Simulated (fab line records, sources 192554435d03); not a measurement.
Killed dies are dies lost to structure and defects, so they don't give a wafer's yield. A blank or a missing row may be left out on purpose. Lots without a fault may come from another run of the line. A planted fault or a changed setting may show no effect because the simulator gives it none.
Which tool did it? | flow n5_finfet | 20 lots, 60 wafers sampled, at 6 steps of a route of 1938

WHAT THE GAUGES READ, wafer by wafer
The record holds no reading of a measuring or inspecting step that can be judged against a usual standard deviation.

WHICH TOOL RAN EACH LOT (tool, then ch and the chambers of the sampled wafers, then the start)
lot  | N5_HKMG_FIN_DESCUM_53             | N5_GATE_CUT_ETCHBACK_30          | N5_GATE_CUT_DESCUM_18              | N5_GATE_CUT_ETCH_36                | N5_GATE_CUT_VAPOR_ETCH_48         | N5_MOL_CONTACT_COAG_STRIP_98
L074 | rie_diel-04 ch 0,1,3, day 4 00:59 | rie_metal-02 ch 0,1, day 4 09:21 | rie_diel-03 ch 1,2,3, day 4 12:52  | rie_diel-03 ch 1,2,3, day 4 12:56  | rie_metal-03 ch 0,1, day 4 13:27  | rie_diel-02 ch 0,2,3, day 4 16:59
L075 | rie_diel-05 ch 0,1,2, day 4 10:31 | rie_metal-02 ch 0,1, day 4 18:49 | rie_diel-01 ch 0,2, day 4 23:17    | rie_diel-01 ch 0,2, day 4 23:20    | rie_metal-03 ch 0,1, day 4 23:52  | rie_diel-04 ch 0,2,3, day 5 03:43
L076 | rie_diel-04 ch 0,1,2, day 4 11:29 | rie_metal-03 ch 0,1, day 4 19:32 | rie_diel-01 ch 1,2, day 5 01:17    | rie_diel-01 ch 1,2, day 5 01:21    | rie_metal-02 ch 0,1, day 5 01:53  | rie_diel-04 ch 2,3, day 5 06:54
L078 | rie_diel-02 ch 0,1, day 4 23:31   | rie_metal-01 ch 0,1, day 5 07:38 | rie_diel-03 ch 0,1,2, day 5 11:15  | rie_diel-03 ch 0,1,2, day 5 11:18  | rie_metal-03 ch 0,1, day 5 11:49  | rie_diel-04 ch 1,2,3, day 5 15:32
L081 | rie_diel-02 ch 0,2,3, day 5 17:25 | rie_metal-03 ch 0,1, day 6 01:55 | rie_diel-06 ch 0,2,3, day 6 05:50  | rie_diel-06 ch 0,2,3, day 6 05:53  | rie_metal-03 ch 0,1, day 6 06:25  | rie_diel-02 ch 0,2,3, day 6 10:05
L082 | rie_diel-05 ch 1,2, day 6 02:43   | rie_metal-01 ch 0,1, day 6 10:47 | rie_diel-01 ch 1,2,3, day 6 14:27  | rie_diel-01 ch 1,2,3, day 6 14:30  | rie_metal-03 ch 0,1, day 6 15:01  | rie_diel-04 ch 1,2,3, day 6 18:34
L083 | rie_diel-04 ch 0,2,3, day 6 10:49 | rie_metal-03 ch 0,1, day 6 19:19 | rie_diel-06 ch 0,2,3, day 6 22:47  | rie_diel-06 ch 0,2,3, day 6 22:50  | rie_metal-03 ch 0,1, day 6 23:22  | rie_diel-05 ch 1,3, day 7 03:23
L084 | rie_diel-05 ch 1,2,3, day 6 13:13 | rie_metal-01 ch 0,1, day 6 21:19 | rie_diel-06 ch 0,2,3, day 7 01:03  | rie_diel-06 ch 0,2,3, day 7 01:07  | rie_metal-01 ch 0,1, day 7 01:38  | rie_diel-05 ch 2,3, day 7 05:11
L085 | rie_diel-02 ch 0,1,3, day 6 20:01 | rie_metal-01 ch 0,1, day 7 04:20 | rie_diel-01 ch 0,2, day 7 07:53    | rie_diel-01 ch 0,2, day 7 07:56    | rie_metal-01 ch 0,1, day 7 08:28  | rie_diel-05 ch 2,3, day 7 12:01
L086 | rie_diel-05 ch 0,1,3, day 7 01:40 | rie_metal-02 ch 0,1, day 7 09:59 | rie_diel-03 ch 0,1, day 7 13:34    | rie_diel-03 ch 0,1, day 7 13:37    | rie_metal-02 ch 0,1, day 7 14:08  | rie_diel-02 ch 1,2, day 7 18:09
L087 | rie_diel-05 ch 0,3, day 7 07:07   | rie_metal-02 ch 0,1, day 7 15:44 | rie_diel-06 ch 1,3, day 7 19:17    | rie_diel-06 ch 1,3, day 7 19:20    | rie_metal-02 ch 0, day 7 19:51    | rie_diel-04 ch 1,2,3, day 8 00:05
L088 | rie_diel-02 ch 2,3, day 7 11:54   | rie_metal-03 ch 0,1, day 7 19:59 | rie_diel-06 ch 0,1,2, day 8 00:13  | rie_diel-06 ch 0,1,2, day 8 00:17  | rie_metal-02 ch 0,1, day 8 00:48  | rie_diel-05 ch 2,3, day 8 04:28
L090 | rie_diel-04 ch 1,2, day 8 00:08   | rie_metal-03 ch 0,1, day 8 08:31 | rie_diel-01 ch 1,2, day 8 12:56    | rie_diel-01 ch 1,2, day 8 12:59    | rie_metal-03 ch 0,1, day 8 13:31  | rie_diel-02 ch 0,1,3, day 8 17:28
L091 | rie_diel-04 ch 1,2,3, day 8 04:32 | rie_metal-02 ch 0,1, day 8 12:42 | rie_diel-03 ch 1,2,3, day 8 16:22  | rie_diel-03 ch 1,2,3, day 8 16:25  | rie_metal-03 ch 0,1, day 8 16:56  | rie_diel-02 ch 0,2,3, day 8 20:48
L092 | rie_diel-02 ch 0,2, day 8 12:21   | rie_metal-02 ch 0,1, day 8 20:44 | rie_diel-06 ch 2,3, day 9 00:29    | rie_diel-06 ch 2,3, day 9 00:32    | rie_metal-02 ch 0,1, day 9 01:07  | rie_diel-04 ch 0,1,3, day 9 05:48
L093 | rie_diel-04 ch 1,2,3, day 8 16:26 | rie_metal-03 ch 1, day 9 00:31   | rie_diel-01 ch 1,3, day 9 04:24    | rie_diel-01 ch 1,3, day 9 04:27    | rie_metal-03 ch 1, day 9 04:58    | rie_diel-04 ch 0,1,2, day 9 08:31
L094 | rie_diel-04 ch 0,2,3, day 8 23:22 | rie_metal-01 ch 0,1, day 9 07:38 | rie_diel-01 ch 0,1,3, day 9 11:19  | rie_diel-01 ch 0,1,3, day 9 11:22  | rie_metal-01 ch 0,1, day 9 11:53  | rie_diel-04 ch 1,2,3, day 9 15:26
L095 | rie_diel-04 ch 2,3, day 9 06:51   | rie_metal-02 ch 0,1, day 9 14:59 | rie_diel-03 ch 0,1, day 9 18:26    | rie_diel-03 ch 0,1, day 9 18:29    | rie_metal-01 ch 0,1, day 9 19:01  | rie_diel-02 ch 2,3, day 9 22:43
L096 | rie_diel-05 ch 0,1,3, day 9 13:34 | rie_metal-02 ch 0, day 9 22:01   | rie_diel-03 ch 0,3, day 10 01:45   | rie_diel-03 ch 0,3, day 10 01:48   | rie_metal-01 ch 0,1, day 10 02:20 | rie_diel-02 ch 0,1,2, day 10 05:59
L097 | rie_diel-05 ch 1,3, day 9 23:14   | rie_metal-02 ch 0, day 10 07:32  | rie_diel-06 ch 1,2,3, day 10 11:07 | rie_diel-06 ch 1,2,3, day 10 11:10 | rie_metal-02 ch 0, day 10 11:53   | rie_diel-02 ch 0,3, day 10 16:05
- N5_HKMG_FIN_DESCUM_53: chemistry O2, time 7.9 s.
- N5_GATE_CUT_ETCHBACK_30: etches TiN in Cl2/Ar, target depth 3 nm.
- N5_GATE_CUT_DESCUM_18: chemistry O2, time 7 s.
- N5_GATE_CUT_ETCH_36: etches SiARC in CF4, target depth 13 nm, time 21.7 s.
- N5_GATE_CUT_VAPOR_ETCH_48: etches TiN in BCl3/Cl2.
- N5_MOL_CONTACT_COAG_STRIP_98: strips in N2/H2.

WHAT THE TOOLS THEMSELVES READ (means of the sampled wafers that have a number; where no wafer has one, the mark that the record gives instead)
N5_HKMG_FIN_DESCUM_53. Usual: drypump_motor_current_A 5.7 A, standard deviation 0.42; oes_product_au 0.77 a.u., standard deviation 0.097; rf_vpp_V 243.3 V, standard deviation 1.5; showerhead_plenum_p_Torr 2.10 Torr, standard deviation 0.082; throttle_valve_pct 20.50 %, standard deviation 0.13.
lot  | tool        | drypump_motor_current_A (A) | oes_product_au (a.u.) | rf_vpp_V (V) | showerhead_plenum_p_Torr (Torr) | throttle_valve_pct (%) | flag
L074 | rie_diel-04 | 5.6                         | 0.82                  | 242.1        | 2.07                            | 20.54                  |
L075 | rie_diel-05 | 5.8                         | 0.70                  | 242.4        | 2.10                            | 20.65                  |
L076 | rie_diel-04 | 5.6                         | 0.81                  | 241.9        | 2.03                            | 20.48                  |
L078 | rie_diel-02 | 5.6                         | 0.75                  | 243.1        | 2.06                            | 20.34                  |
L081 | rie_diel-02 | 5.6                         | 0.78                  | 243.6        | 2.07                            | 20.45                  |
L082 | rie_diel-05 | 5.7                         | 0.70                  | 243.8        | 2.10                            | 20.68                  |
L083 | rie_diel-04 | 5.4                         | 0.70                  | 242.7        | 2.07                            | 20.55                  |
L084 | rie_diel-05 | 5.9                         | 0.70                  | 243.4        | 2.11                            | 20.62                  |
L085 | rie_diel-02 | 5.6                         | 0.75                  | 242.6        | 2.06                            | 20.45                  |
L086 | rie_diel-05 | 6.1                         | 0.78                  | 243.2        | 2.10                            | 20.48                  |
L087 | rie_diel-05 | 6.4                         | 0.87                  | 244.1        | 2.15                            | 20.42                  |
L088 | rie_diel-02 | 5.6                         | 0.80                  | 244.2        | 2.14                            | 20.52                  |
L090 | rie_diel-04 | 5.3                         | 0.78                  | 242.4        | 2.05                            | 20.49                  |
L091 | rie_diel-04 | 5.3                         | 0.77                  | 242.4        | 2.09                            | 20.54                  |
L092 | rie_diel-02 | 5.6                         | 0.74                  | 242.6        | 2.06                            | 20.41                  |
L093 | rie_diel-04 | 5.2                         | 0.76                  | 242.6        | 2.09                            | 20.57                  |
L094 | rie_diel-04 | 5.5                         | 0.79                  | 244.1        | 2.15                            | 20.47                  |
L095 | rie_diel-04 | 5.2                         | 0.69                  | 244.5        | 2.12                            | 20.61                  |
L096 | rie_diel-05 | 6.1                         | 0.85                  | 244.0        | 2.18                            | 20.40                  |
L097 | rie_diel-05 | 5.8                         | 0.85                  | 244.5        | 2.22                            | 20.32                  |

N5_GATE_CUT_ETCHBACK_30. Usual: drypump_motor_current_A 5.7 A, standard deviation 0.34; he_backside_leak_sccm 3.39 sccm, standard deviation 0.25; oes_product_au 0.72 a.u., standard deviation 0.072; throttle_valve_pct 20.87 %, standard deviation 0.094.
lot  | tool         | drypump_motor_current_A (A) | he_backside_leak_sccm (sccm) | oes_product_au (a.u.) | throttle_valve_pct (%) | flag
L074 | rie_metal-02 | 5.9                         | 3.26                         | 0.69                  | 20.93                  |
L075 | rie_metal-02 | 6.1                         | 3.39                         | 0.75                  | 20.89                  |
L076 | rie_metal-03 | 5.4                         | 4.11                         | 0.78                  | 20.83                  |
L078 | rie_metal-01 | 5.8                         | 3.55                         | 0.68                  | 20.91                  |
L081 | rie_metal-03 | 5.3                         | 3.32                         | 0.74                  | 20.80                  |
L082 | rie_metal-01 | 5.8                         | 3.36                         | 0.68                  | 20.91                  |
L083 | rie_metal-03 | 5.4                         | 3.35                         | 0.78                  | 20.84                  |
L084 | rie_metal-01 | 5.8                         | 3.53                         | 0.67                  | 20.91                  |
L085 | rie_metal-01 | 5.7                         | 3.77                         | 0.67                  | 20.84                  |
L086 | rie_metal-02 | 6.1                         | 3.40                         | 0.74                  | 20.90                  |
L087 | rie_metal-02 | 5.9                         | 3.32                         | 0.68                  | 20.94                  |
L088 | rie_metal-03 | 5.4                         | 3.41                         | 0.76                  | 20.86                  |
L090 | rie_metal-03 | 5.4                         | 3.30                         | 0.72                  | 20.81                  |
L091 | rie_metal-02 | 5.9                         | 3.32                         | 0.68                  | 20.96                  |
L092 | rie_metal-02 | 5.9                         | 3.37                         | 0.67                  | 20.96                  |
L093 | rie_metal-03 | 5.5                         | 3.45                         | 0.81                  | 20.88                  |
L094 | rie_metal-01 | 5.8                         | 3.52                         | 0.66                  | 20.93                  |
L095 | rie_metal-02 | 6.1                         | 3.30                         | 0.73                  | 20.91                  |
L096 | rie_metal-02 | 6.2                         | 3.36                         | 0.77                  | 20.87                  |
L097 | rie_metal-02 | 6.3                         | 3.46                         | 0.77                  | 20.89                  |

N5_GATE_CUT_DESCUM_18. Usual: drypump_motor_current_A 5.9 A, standard deviation 0.38; oes_product_au 0.81 a.u., standard deviation 0.092; rf_vpp_V 243.1 V, standard deviation 1.3; showerhead_plenum_p_Torr 2.08 Torr, standard deviation 0.069; throttle_valve_pct 20.42 %, standard deviation 0.18.
lot  | tool        | drypump_motor_current_A (A) | oes_product_au (a.u.) | rf_vpp_V (V) | showerhead_plenum_p_Torr (Torr) | throttle_valve_pct (%) | flag
L074 | rie_diel-03 | 5.8                         | 0.82                  | 243.5        | 2.11                            | 20.21                  |
L075 | rie_diel-01 | 5.5                         | 0.74                  | 242.7        | 2.08                            | 20.70                  |
L076 | rie_diel-01 | 5.7                         | 0.82                  | 243.7        | 2.08                            | 20.62                  |
L078 | rie_diel-03 | 5.7                         | 0.83                  | 243.8        | 2.12                            | 20.36                  |
L081 | rie_diel-06 | 5.9                         | 0.77                  | 242.8        | 2.10                            | 20.32                  |
L082 | rie_diel-01 | 5.8                         | 0.84                  | 243.4        | 2.08                            | 20.51                  |
L083 | rie_diel-06 | 5.9                         | 0.76                  | 243.1        | 2.10                            | 20.32                  |
L084 | rie_diel-06 | 5.9                         | 0.77                  | 243.4        | 2.10                            | 20.34                  |
L085 | rie_diel-01 | 5.5                         | 0.92                  | 243.0        | 2.08                            | 20.45                  |
L086 | rie_diel-03 | 5.4                         | 0.76                  | 243.4        | 2.13                            | 20.35                  |
L087 | rie_diel-06 | 6.1                         | 0.89                  | 241.7        | 2.03                            | 20.37                  |
L088 | rie_diel-06 | 6.1                         | 0.84                  | 243.4        | 2.12                            | 20.39                  |
L090 | rie_diel-01 | 5.6                         | 0.75                  | 242.4        | 2.03                            | 20.68                  |
L091 | rie_diel-03 | 5.8                         | 0.78                  | 242.8        | 2.10                            | 20.27                  |
L092 | rie_diel-06 | 5.6                         | 0.76                  | 242.9        | 2.06                            | 20.33                  |
L093 | rie_diel-01 | 5.8                         | 0.77                  | 241.7        | 2.03                            | 20.58                  |
L094 | rie_diel-01 | 5.7                         | 0.83                  | 242.2        | 2.05                            | 20.46                  |
L095 | rie_diel-03 | 5.5                         | 0.74                  | 244.3        | 2.12                            | 20.37                  |
L096 | rie_diel-03 | 6.0                         | 0.83                  | 242.3        | 2.04                            | 20.50                  |
L097 | rie_diel-06 | 5.9                         | 0.78                  | 242.0        | 2.04                            | 20.38                  |

N5_GATE_CUT_ETCH_36. Usual: cf4_flow_sccm 100.0 sccm, standard deviation 0.31; drypump_motor_current_A 5.9 A, standard deviation 0.38; etch_rf_on_time_s 21.7 s, standard deviation 0.32; oes_product_au 0.69 a.u., standard deviation 0.079; rf_vpp_V 184.0 V, standard deviation 1.2; showerhead_plenum_p_Torr 2.13 Torr, standard deviation 0.065; throttle_valve_pct 15.60 %, standard deviation 0.17.
lot  | tool        | cf4_flow_sccm (sccm) | drypump_motor_current_A (A) | etch_rf_on_time_s (s) | oes_product_au (a.u.) | rf_vpp_V (V) | showerhead_plenum_p_Torr (Torr) | throttle_valve_pct (%) | flag
L074 | rie_diel-03 | 100.2                | 5.7                         | 21.7                  | 0.70                  | 183.7        | 2.16                            | 15.43                  |
L075 | rie_diel-01 | 100.0                | 5.5                         | 22.0                  | 0.64                  | 183.6        | 2.14                            | 15.90                  |
L076 | rie_diel-01 | 100.0                | 5.7                         | 21.8                  | 0.69                  | 184.3        | 2.13                            | 15.76                  |
L078 | rie_diel-03 | 100.1                | 5.7                         | 21.5                  | 0.72                  | 184.3        | 2.17                            | 15.52                  |
L081 | rie_diel-06 | 100.0                | 5.9                         | 21.9                  | 0.66                  | 183.8        | 2.14                            | 15.50                  |
L082 | rie_diel-01 | 100.3                | 5.8                         | 21.8                  | 0.71                  | 183.6        | 2.13                            | 15.66                  |
L083 | rie_diel-06 | 100.2                | 5.9                         | 21.9                  | 0.65                  | 184.9        | 2.14                            | 15.51                  |
L084 | rie_diel-06 | 99.8                 | 5.9                         | 21.7                  | 0.65                  | 184.3        | 2.14                            | 15.51                  |
L085 | rie_diel-01 | 99.9                 | 5.5                         | 21.5                  | 0.78                  | 183.6        | 2.13                            | 15.59                  |
L086 | rie_diel-03 | 100.1                | 5.5                         | 21.9                  | 0.65                  | 184.5        | 2.17                            | 15.55                  |
L087 | rie_diel-06 | 100.1                | 6.1                         | 21.6                  | 0.75                  | 183.2        | 2.08                            | 15.55                  |
L088 | rie_diel-06 | 100.1                | 6.1                         | 21.7                  | 0.73                  | 184.5        | 2.17                            | 15.55                  |
L090 | rie_diel-01 | 100.0                | 5.6                         | 22.0                  | 0.64                  | 183.6        | 2.08                            | 15.86                  |
L091 | rie_diel-03 | 99.9                 | 5.7                         | 21.5                  | 0.67                  | 184.3        | 2.15                            | 15.50                  |
L092 | rie_diel-06 | 100.2                | 5.6                         | 22.0                  | 0.65                  | 183.4        | 2.12                            | 15.53                  |
L093 | rie_diel-01 | 100.6                | 5.8                         | 21.6                  | 0.66                  | 183.9        | 2.08                            | 15.73                  |
L094 | rie_diel-01 | 100.0                | 5.7                         | 21.4                  | 0.72                  | 182.3        | 2.11                            | 15.61                  |
L095 | rie_diel-03 | 100.2                | 5.5                         | 22.0                  | 0.64                  | 184.4        | 2.16                            | 15.58                  |
L096 | rie_diel-03 | 100.2                | 6.0                         | 21.7                  | 0.72                  | 183.2        | 2.08                            | 15.60                  |
L097 | rie_diel-06 | 100.1                | 5.9                         | 21.9                  | 0.68                  | 183.7        | 2.09                            | 15.58                  |

N5_GATE_CUT_VAPOR_ETCH_48. Usual: drypump_motor_current_A 5.6 A, standard deviation 0.32; he_backside_leak_sccm 3.4 sccm, standard deviation 0.3; oes_product_au 0.73 a.u., standard deviation 0.073.
lot  | tool         | drypump_motor_current_A (A) | he_backside_leak_sccm (sccm) | oes_product_au (a.u.) | flag
L074 | rie_metal-03 | 5.4                         | 3.1                          | 0.79                  |
L075 | rie_metal-03 | 5.4                         | 3.2                          | 0.79                  |
L076 | rie_metal-02 | 6.0                         | 3.3                          | 0.75                  |
L078 | rie_metal-03 | 5.4                         | 3.3                          | 0.75                  |
L081 | rie_metal-03 | 5.4                         | 3.4                          | 0.78                  |
L082 | rie_metal-03 | 5.4                         | 3.3                          | 0.77                  |
L083 | rie_metal-03 | 5.4                         | 3.4                          | 0.77                  |
L084 | rie_metal-01 | 5.7                         | 3.7                          | 0.67                  |
L085 | rie_metal-01 | 5.6                         | 3.5                          | 0.67                  |
L086 | rie_metal-02 | 6.1                         | 3.4                          | 0.74                  |
L087 | rie_metal-02 | 6.3                         | 3.4                          | 0.80                  |
L088 | rie_metal-02 | 6.0                         | 3.3                          | 0.74                  |
L090 | rie_metal-03 | 5.4                         | 3.3                          | 0.72                  |
L091 | rie_metal-03 | 5.3                         | 3.3                          | 0.72                  |
L092 | rie_metal-02 | 5.9                         | 3.5                          | 0.67                  |
L093 | rie_metal-03 | 5.4                         | 3.9                          | 0.80                  |
L094 | rie_metal-01 | 5.8                         | 3.4                          | 0.66                  |
L095 | rie_metal-01 | 5.7                         | 3.5                          | 0.66                  |
L096 | rie_metal-01 | 5.6                         | 3.5                          | 0.66                  |
L097 | rie_metal-02 | 6.2                         | 3.4                          | 0.77                  |

N5_MOL_CONTACT_COAG_STRIP_98. Usual: drypump_motor_current_A 5.7 A, standard deviation 0.4; oes_product_au 0.77 a.u., standard deviation 0.088; rf_vpp_V 54.1 V, standard deviation 1.6; showerhead_plenum_p_Torr 3.37 Torr, standard deviation 0.13; throttle_valve_pct 19.06 %, standard deviation 0.29.
lot  | tool        | drypump_motor_current_A (A) | oes_product_au (a.u.) | rf_vpp_V (V) | showerhead_plenum_p_Torr (Torr) | throttle_valve_pct (%) | flag
L074 | rie_diel-02 | 5.7                         | 0.79                  | 55.2         | 3.34                            | 18.96                  |
L075 | rie_diel-04 | 5.5                         | 0.71                  | 55.1         | 3.33                            | 19.10                  |
L076 | rie_diel-04 | 5.2                         | 0.72                  | 55.8         | 3.37                            | 18.97                  |
L078 | rie_diel-04 | 5.3                         | 0.80                  | 53.9         | 3.36                            | 19.08                  |
L081 | rie_diel-02 | 5.6                         | 0.79                  | 53.6         | 3.33                            | 18.99                  |
L082 | rie_diel-04 | 5.3                         | 0.78                  | 53.7         | 3.35                            | 19.10                  |
L083 | rie_diel-05 | 5.8                         | 0.69                  | 53.4         | 3.28                            | 19.36                  |
L084 | rie_diel-05 | 6.3                         | 0.71                  | 54.1         | 3.47                            | 18.98                  |
L085 | rie_diel-05 | 6.3                         | 0.70                  | 54.8         | 3.46                            | 18.98                  |
L086 | rie_diel-02 | 5.7                         | 0.77                  | 55.1         | 3.50                            | 19.02                  |
L087 | rie_diel-04 | 5.3                         | 0.78                  | 54.7         | 3.35                            | 19.13                  |
L088 | rie_diel-05 | 6.3                         | 0.70                  | 55.4         | 3.46                            | 19.01                  |
L090 | rie_diel-02 | 5.7                         | 0.74                  | 55.0         | 3.31                            | 18.90                  |
L091 | rie_diel-02 | 5.6                         | 0.76                  | 54.2         | 3.32                            | 19.03                  |
L092 | rie_diel-04 | 5.6                         | 0.85                  | 53.0         | 3.44                            | 19.17                  |
L093 | rie_diel-04 | 5.6                         | 0.85                  | 53.5         | 3.39                            | 18.88                  |
L094 | rie_diel-04 | 5.3                         | 0.75                  | 55.0         | 3.34                            | 19.15                  |
L095 | rie_diel-02 | 5.7                         | 0.78                  | 53.7         | 3.43                            | 19.24                  |
L096 | rie_diel-02 | 5.7                         | 0.74                  | 53.3         | 3.40                            | 18.99                  |
L097 | rie_diel-02 | 5.6                         | 0.71                  | 54.3         | 3.21                            | 18.86                  |

THE ANSWER, worked out from the rows above alone
Rule: a lot is off if the mean of its wafers that have a number lies more than 3 standard deviations from the usual mean. A lot without any number at a reading at which 4 lots or more have one is off too. The other lots that the step has rows for count as sound. The gauges are gone through in route order, then the tools' own readings, and for those a lot's mean is taken as printed above. The first step at which some lot is off is used, and at that step the reading that is off furthest; a lot without a number counts as furthest.
No lot is off at any reading shown: from this, nothing can be told.

WHAT THE SIMULATOR HAD PUT IN
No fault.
